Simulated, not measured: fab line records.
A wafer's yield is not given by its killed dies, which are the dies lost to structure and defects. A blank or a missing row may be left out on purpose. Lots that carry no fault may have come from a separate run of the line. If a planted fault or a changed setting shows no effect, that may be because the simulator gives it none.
Matching of chambers	flow n5Finfet	N5_BEOL_M12_VIA_ETCH_16 on rieDiel-05: 4 sister chambers
The step etches SiOC in C4F8/O2/Ar, target depth 724.8 nm. 4 wafers are shown with their chamber, then 9 later ones without.

EACH WAFER AND ITS CHAMBER
wafer	chamber	throttleValvePct (%)
L086.1	3	24.64
L086.5	0	23.97
L090.1	1	24.09
L090.5	2	23.85

WAFERS MISSING THEIR CHAMBER
wafer	throttleValvePct (%)
L092.2	24.08
L092.3	24.33
L092.6	23.97
L095.1	23.99
L095.4	23.88
L095.5	24.36
L097.2	24.11
L097.3	23.89
L097.5	23.88

WHICH CHAMBER EACH ONE RAN IN
wafer	from the rows above	in truth
L092.2	can't be placed: 1 or 0 or 2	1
L092.3	can't be placed: 1 or 3 or 0 or 2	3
L092.6	can't be placed: 0 or 2 or 1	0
L095.1	can't be placed: 0 or 1 or 2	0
L095.4	can't be placed: 2 or 0 or 1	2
L095.5	can't be placed: 1 or 3 or 0 or 2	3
L097.2	can't be placed: 1 or 0 or 2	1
L097.3	can't be placed: 2 or 0 or 1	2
L097.5	can't be placed: 2 or 0 or 1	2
Placed correctly: 0 of 9. Not placeable from these rows: 9 (in 9, the candidates include the true chamber). Number placed wrongly: 0.
How it was worked out, from the rows above alone: a wafer's distance from a chamber is the root of the sum, over the readings, of the square of ((its reading less the chamber's mean) divided by the reading's scatter). The wafer belongs to the nearest chamber; if the next one is less than 2 further off, it can't be placed. A chamber's mean is the mean of its shown wafers. The scatter: with one shown wafer a chamber, the root of the mean of the squares of how far each hidden wafer lies from its nearest shown one.
